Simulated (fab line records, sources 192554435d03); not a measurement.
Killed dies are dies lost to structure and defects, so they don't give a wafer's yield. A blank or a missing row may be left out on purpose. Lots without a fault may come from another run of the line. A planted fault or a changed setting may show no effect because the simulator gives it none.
Chamber matching | flow n5_finfet | N5_BEOL_M0_SAQP_SPACER2_ALD_26 on ald_sin-03: 4 sister chambers
The step deposits SiO2, target thk 15 nm, pulse time 1 s, purge time 2 s. 8 wafers are shown with their chamber, then 9 later ones without.

WAFERS WITH THEIR CHAMBER
wafer  | chamber | heater_power_w (W) | precursor_pulse_height_rel
L082.3 | 2       | 458                | 0.974
L089.4 | 2       | 467                | 1.009
L092.2 | 0       | 480                | 0.994
L092.3 | 3       | 513                | 1.006
L092.4 | 1       | 430                | 0.994
L093.1 | 0       | 469                | 0.994
L093.3 | 3       | 507                | 0.979
L093.6 | 1       | 432                | 1.019

WAFERS WITHOUT THEIR CHAMBER
wafer  | heater_power_w (W) | precursor_pulse_height_rel
L094.2 | 482                | 1.006
L094.3 | 516                | 0.999
L094.5 | 458                | 1.029
L095.1 | 426                | 1.031
L095.3 | 456                | 0.973
L095.4 | 474                | 0.978
L097.1 | 473                | 1.016
L097.3 | 462                | 0.991
L097.5 | 433                | 1.009

WHICH CHAMBER EACH WENT THROUGH
wafer  | from the rows above     | in truth
L094.2 | 0                       | 0
L094.3 | 3                       | 3
L094.5 | can't be placed: 2 or 0 | 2
L095.1 | 1                       | 1
L095.3 | can't be placed: 2 or 0 | 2
L095.4 | can't be placed: 0 or 2 | 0
L097.1 | can't be placed: 0 or 2 | 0
L097.3 | 2                       | 2
L097.5 | 1                       | 1
Placed correctly: 5 of 9. Can't be placed from these rows: 4 (the true chamber is among the candidates in 4). Placed wrongly: 0.
How it was worked out, from the rows above alone: a wafer's distance from a chamber is the root of the sum, over the readings, of the square of ((its reading less the chamber's mean) divided by the reading's scatter). The wafer belongs to the nearest chamber; if the next one is less than 2 further off, it can't be placed. A chamber's mean is the mean of its shown wafers. The scatter: the root of (the sum of the squares of (reading less its chamber's mean) over the shown wafers, divided by (wafers less chambers)).
